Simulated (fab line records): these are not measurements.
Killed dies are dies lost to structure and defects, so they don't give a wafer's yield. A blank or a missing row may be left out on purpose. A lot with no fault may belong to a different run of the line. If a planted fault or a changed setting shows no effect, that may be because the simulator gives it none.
fab line records    flow n5Finfet
record: lots: 10  wafers: 30  lastDay: 18
route steps=1938 shown BEOL_M11@1593 BEOL_M12@1616
lots that met no fault: from a run of the same line without faults
startH: hours from the record's first day to the start of the lot's first wafer shown    waitH: how many hours have passed since the lot's step before this one    " unchanged from the row above    L1.1+2: a row that stands for several wafers    - no value, or no start given    * or withheld: withheld    < > ~ a bound
route shown NAME@n: names a module that has steps shown in the file, with the first one's number in the route    usual: mean/standard deviation taken from wafers without a fault    same: alike in all rows    chamber/n: place in a boat    sites: per-site readings    _std_site: standard deviation of those values    _edge_site: inner sites' mean taken away from outer sites' mean    radiusMm: how far each site lies from the wafer's centre    mask NAME#n: copy n    behind: the last tool/chamber to shape the wafer    hold: why the lot went on hold/how many hours it stayed there/how the hold came to an end    device: the n, p or np transistor that did not switch    end of line: the same wafers' tests at the end of the route    a step given without rows: its recipe and nothing more    killed: at the first sort, the dies lost to defects and structure; wafer yield is something else    map: dies across one wafer; x = killed, . = not, _ = none there
set.NAME: the run value of the setting; set.NAME@STEP: its run value at that earlier step    model.NAME: the simulator's own value behind a step, which no gauge read
the route's steps for a sample of lots (tables are steps, rows are wafers)
services: when a tool's chamber went out of use (startH, in hours from the record's first day, below 0 if earlier), for how many hours, and the reason
== steps ==
step: N5_BEOL_M11_SPUTTER_48
recipe: material: Cu  targetThkA: 120  tempC: -20  biasV: 60  powerW: 26000  chamberPressurePa: 0.13  timeS: 2
usual: susceptorTempC: -20.00/0.11  throttleValvePct: 29.9/1.4
lot.wafer  tool           chamber  startH  waitH  susceptorTempC  throttleValvePct
L650.2     pvdSputter-02  -        249.95  0.2    -19.93          28.6
L650.3     "              -        "       "      -20.08          32.4
L650.6     "              -        "       "      -20.02          32.7
L651.1     pvdSputter-01  -        254.72  0.1    -19.95          29.4
L651.2     "              -        "       "      -20.02          29.8
L651.4     "              -        "       "      -20.01          30.4
L654.2     pvdSputter-03  -        263.15  0.1    -20.27          30.9
L654.3     "              -        "       "      -19.77          31.5
L654.4     "              -        "       "      -20.03          28.6
L652.1     pvdSputter-02  -        266.83  0.1    -19.92          31.0
L652.2     "              -        "       "      -19.96          32.8
L652.6     "              -        "       "      -20.02          32.8
L657.3     pvdSputter-02  -        280.35  0.1    -19.88          29.3
L657.4     "              -        "       "      -20.10          28.4
L657.5     "              -        "       "      -19.99          29.1
L656.2     pvdSputter-03  -        284.85  0.1    -19.80          27.8
L656.3     "              -        "       "      -20.09          31.6
L656.6     "              -        "       "      -19.92          28.0
L661.2     pvdSputter-02  -        311.04  0.1    -19.90          29.0
L661.4     "              -        "       "      -19.98          28.5
L661.6     "              -        "       "      -19.97          30.8
L663.2     pvdSputter-02  -        314.44  0.1    -20.01          29.1
L663.4     "              -        "       "      -19.93          30.8
L663.6     "              -        "       "      -20.09          30.6
L670.1     pvdSputter-02  -        379.18  0.1    -20.02          28.5
L670.4     "              -        "       "      -20.16          32.8
L670.5     "              -        "       "      -19.87          31.0
L671.1     pvdSputter-01  -        384.35  0.1    -20.02          30.6
L671.4     "              -        "       "      -20.04          29.8
L671.6     "              -        "       "      -20.09          29.2
step: N5_BEOL_M12_ETCH_59
recipe: chemistry: N2/H2  target: BARC  targetDepthA: 890  overetchA: 267  timeS: 67.9  ionEnergyEv: 200  pressureMtorr: 30  sourceW: 840  biasW: 150  n2FlowSccm: 200  h2FlowSccm: 200
usual: drypumpMotorCurrentA: 5.7/0.48  oesProductAu: 0.69/0.078  rfVppV: 525/3.3  showerheadPlenumPTorr: 2.57/0.12  throttleValvePct: 17.9/0.31
lot.wafer  tool        chamber  startH  waitH  drypumpMotorCurrentA  oesProductAu  rfHoursCounterH  rfVppV  showerheadPlenumPTorr  throttleValvePct
L650.2     rieDiel-05  3        251.68  0.0    5.2                   0.60          234              524     2.49                   17.9
L650.3     "           1        "       "      6.6                   0.77          37               528     2.72                   18.0
L650.6     "           1        "       "      6.6                   0.77          -                528     2.72                   18.1
L651.1     rieDiel-01  1        256.47  0.0    6.1                   0.60          225              522     2.52                   18.3
L651.2     "           3        "       "      5.3                   0.60          249              523     2.52                   18.0
L651.4     "           1        "       "      6.1                   0.60          -                522     2.52                   18.3
L654.2     rieDiel-01  2        264.99  0.0    6.3                   0.81          3                525     2.60                   17.4
L654.3     "           1        "       "      6.1                   0.59          229              521     2.52                   18.2
L654.4     "           1        "       "      6.1                   0.59          -                523     2.52                   18.2
L652.1     rieDiel-05  2        268.52  0.0    5.5                   0.78          15               529     2.71                   17.5
L652.2     "           1        "       "      6.6                   0.77          42               528     2.72                   18.1
L652.6     "           2        "       "      5.5                   0.78          -                529     2.71                   17.5
L657.3     rieDiel-05  3        282.23  0.0    5.1                   0.60          244              523     2.48                   17.9
L657.4     "           2        "       "      5.4                   0.77          20               529     2.71                   17.5
L657.5     "           3        "       "      5.1                   0.59          -                523     2.48                   17.9
L656.2     rieDiel-01  3        286.74  0.0    5.3                   0.83          1                524     2.51                   17.5
L656.3     "           0        "       "      5.5                   0.65          125              524     2.55                   17.7
L656.6     "           2        "       "      6.4                   0.79          -                525     2.60                   17.4
L661.2     rieDiel-01  2        312.92  0.0    6.4                   0.77          22               525     2.59                   17.4
L661.4     "           0        "       "      5.5                   0.64          134              524     2.55                   17.8
L661.6     "           3        "       "      5.3                   0.78          -                521     2.51                   17.5
L663.2     rieDiel-05  1        316.17  0.0    6.6                   0.75          61               529     2.71                   18.1
L663.4     "           2        "       "      5.5                   0.75          -                527     2.70                   17.5
L663.6     "           0        "       "      5.3                   0.61          -                518     2.33                   18.3
L670.1     rieDiel-05  0        380.77  0.0    5.3                   0.60          232              517     2.32                   18.4
L670.4     "           2        "       "      5.4                   0.73          56               528     2.69                   17.6
L670.5     "           3        "       "      5.1                   0.79          -                521     2.47                   17.4
L671.1     rieDiel-05  2        386.81  0.0    5.4                   0.72          58               526     2.69                   17.6
L671.4     "           1        "       "      6.6                   0.71          85               527     2.70                   18.1
L671.6     "           2        "       "      5.5                   0.72          -                528     2.69                   17.6
step: N5_BEOL_M12_VIA_ETCH_16
recipe: chemistry: C4F8/O2/Ar  target: SiOC  pressureMtorr: 30  sourceW: 3000  biasW: 700  Ar_flow_sccm: 400  C4F8_flow_sccm: 15  O2_flow_sccm: 8  heInnerTorr: 15  heOuterTorr: 30  targetDepthA: 7248  timeS: withheld  ionEnergyEv: 250  ends: cleared
usual: drypumpMotorCurrentA: 5.7/0.48  oesProductAu: 0.73/0.088  rfVppV: 666/4.2  showerheadPlenumPTorr: 3.45/0.15  throttleValvePct: 24.20/0.24
lot.wafer  tool        chamber  startH  waitH  drypumpMotorCurrentA  oesProductAu  rfVppV  showerheadPlenumPTorr  throttleValvePct
L650.2     rieDiel-05  3        251.74  0.0    5.2                   0.63          664     3.39                   24.35
L650.3     "           1        "       "      6.6                   0.81          669     3.64                   24.41
L650.6     "           1        "       "      6.6                   0.82          669     3.64                   24.41
L651.1     rieDiel-01  1        256.53  0.0    6.1                   0.62          664     3.37                   24.38
L651.2     "           3        "       "      5.3                   0.63          664     3.38                   24.22
L651.4     "           1        "       "      6.1                   0.62          664     3.37                   24.40
L654.2     rieDiel-01  2        265.05  0.0    6.4                   0.87          667     3.48                   23.80
L654.3     "           1        "       "      6.1                   0.62          664     3.37                   24.38
L654.4     "           1        "       "      6.1                   0.61          665     3.37                   24.41
L652.1     rieDiel-05  2        268.58  0.0    5.4                   0.83          672     3.64                   23.93
L652.2     "           1        "       "      6.6                   0.81          669     3.63                   24.42
L652.6     "           2        "       "      5.5                   0.83          671     3.64                   23.94
L657.3     rieDiel-05  3        282.28  0.0    5.1                   0.63          664     3.39                   24.36
L657.4     "           2        "       "      5.5                   0.82          671     3.64                   23.95
L657.5     "           3        "       "      5.1                   0.62          665     3.39                   24.35
L656.2     rieDiel-01  3        286.79  0.0    5.3                   0.89          665     3.37                   23.91
L656.3     "           0        "       "      5.5                   0.68          667     3.43                   24.02
L656.6     "           2        "       "      6.4                   0.84          666     3.48                   23.77
L661.2     rieDiel-01  2        312.98  0.0    6.4                   1.02          668     3.47                   23.83
L661.4     "           0        "       "      5.5                   0.68          667     3.42                   24.05
L661.6     "           3        "       "      5.3                   0.84          664     3.37                   23.91
L663.2     rieDiel-05  1        316.22  0.0    6.6                   0.79          671     3.62                   24.44
L663.4     "           2        "       "      5.5                   0.80          672     3.63                   23.96
L663.6     "           0        "       "      5.3                   0.65          656     3.13                   24.53
L670.1     rieDiel-05  0        380.82  0.0    5.3                   0.62          657     3.12                   24.55
L670.4     "           2        "       "      5.5                   0.77          671     3.62                   23.98
L670.5     "           3        "       "      5.1                   0.84          664     3.38                   24.03
L671.1     rieDiel-05  2        386.87  0.0    5.5                   0.75          672     3.62                   23.98
L671.4     "           1        "       "      6.6                   0.77          669     3.61                   24.47
L671.6     "           2        "       "      5.4                   0.76          673     3.62                   23.99
step: N5_BEOL_M12_STRIP_63
recipe: chemistry: N2/H2  powerW: 1000  tempC: 250  h2Frac: 0.65  overashFraction: 0.3  pressureMtorr: 1000  n2FlowSccm: 1750  h2FlowSccm: 3250
usual: drypumpMotorCurrentA: 5.6/0.32  heaterPowerW: 353/39  oesProductAu: 0.693/0.0047  stripTimeToEndpointS: 42.4/0.86  tempC: 249.98/0.18
lot.wafer  tool            chamber  startH  waitH  drypumpMotorCurrentA  heaterPowerW  oesProductAu  rfHoursCounterH  stripTimeToEndpointS  tempC
L650.2     plasmaAsher-02  0        251.94  -      5.4                   301           0.696         73               42.7                  249.85
L650.3     "               1        "       "      5.8                   352           0.689         -                42.6                  249.95
L650.6     "               1        "       "      5.8                   347           0.695         -                41.4                  249.98
L651.1     plasmaAsher-01  0        256.73  -      5.2                   407           0.693         118              42.9                  250.06
L651.2     "               1        "       "      6.0                   336           0.702         118              41.6                  249.97
L651.4     "               0        "       "      5.2                   416           0.684         -                41.2                  249.92
L654.2     plasmaAsher-02  0        265.26  -      5.4                   298           0.689         76               41.6                  250.07
L654.3     "               1        "       "      5.9                   353           0.689         -                42.4                  250.03
L654.4     "               0        "       "      5.4                   311           0.685         -                41.6                  249.89
L652.1     plasmaAsher-02  0        268.77  -      5.4                   303           0.696         77               42.9                  250.33
L652.2     "               1        "       "      5.8                   344           0.692         77               42.5                  249.53
L652.6     "               0        "       "      5.4                   313           0.697         -                41.7                  249.84
L657.3     plasmaAsher-01  0        282.50  -      5.2                   418           0.695         -                43.0                  249.80
L657.4     "               1        "       "      6.0                   333           0.688         -                41.7                  249.77
L657.5     "               1        "       "      6.0                   329           0.689         -                41.7                  250.03
L656.2     plasmaAsher-01  0        286.99  -      5.2                   414           0.698         124              41.8                  250.15
L656.3     "               0        "       "      5.2                   401           0.697         -                43.4                  250.08
L656.6     "               0        "       "      5.2                   394           0.688         -                40.9                  250.22
L661.2     plasmaAsher-01  1        313.18  -      6.0                   328           0.684         129              41.3                  250.08
L661.4     "               1        "       "      6.0                   334           0.692         -                40.8                  250.10
L661.6     "               0        "       "      5.2                   407           0.695         -                40.6                  250.19
L663.2     plasmaAsher-01  0        316.42  -      5.2                   404           0.694         129              42.5                  250.08
L663.4     "               0        "       "      5.2                   416           0.698         -                43.0                  249.86
L663.6     "               1        "       "      6.0                   332           0.694         -                42.6                  250.24
L670.1     plasmaAsher-01  1        381.02  -      6.0                   345           0.693         143              43.6                  249.61
L670.4     "               1        "       "      6.0                   335           0.699         -                42.6                  250.02
L670.5     "               0        "       "      5.2                   403           0.685         -                41.7                  249.89
L671.1     plasmaAsher-01  1        387.07  -      6.0                   333           0.689         144              43.4                  250.04
L671.4     "               0        "       "      5.2                   415           0.694         -                41.9                  249.90
L671.6     "               1        "       "      6.0                   330           0.696         -                42.3                  250.01
== services ==
tool            chamber  startH  hours  kind
plasmaAsher-01  -        230.13  5.1    repair
rieDiel-01      2        235.67  -      clean
rieDiel-01      2        235.67  -      consumableReplace:focusRing
rieDiel-01      2        235.67  13.8   scheduledDown
rieDiel-01      2        235.67  13.8   ventCycle
rieDiel-01      2        252.91  7.8    repair
rieDiel-01      3        260.69  -      clean
rieDiel-01      3        260.69  -      consumableReplace:focusRing
rieDiel-01      3        260.69  22.1   scheduledDown
rieDiel-01      3        260.69  22.1   ventCycle
pvdSputter-01   -        297.03  20.4   repair
rieDiel-05      3        297.49  -      clean
rieDiel-05      3        297.49  -      consumableReplace:focusRing
rieDiel-05      3        297.49  20.9   scheduledDown
rieDiel-05      3        297.49  20.9   ventCycle
rieDiel-01      1        318.59  -      clean
rieDiel-01      1        318.59  -      consumableReplace:focusRing
rieDiel-01      1        318.59  20.4   scheduledDown
rieDiel-01      1        318.59  20.4   ventCycle
rieDiel-01      3        331.39  3.3    repair
pvdSputter-02   -        335.00  4.1    repair
rieDiel-05      3        367.90  10.7   repair
== key ==
firstSign: step: N5_BEOL_M12_VIA_ETCH_16  reading: oesProductAu  direction: up  sigmas: 3.3  usual: 0.73  struck: 1.02
effect none on later readings
metAt N5_BEOL_M12_VIA_ETCH_16
struckLots L661
struckWafers L661.2
notActingAt N5_BEOL_M11_SPUTTER_48,N5_BEOL_M12_ETCH_59,N5_BEOL_M12_STRIP_63
onsetBetween 286.79 312.98
fault: kind: processParameterDrift  tool: rieDiel-01  chamber: 2  onsetH: 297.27  steps: N5_BEOL_M12_VIA_ETCH_16  channel: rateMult  offset: 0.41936  shape: step  endH: 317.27
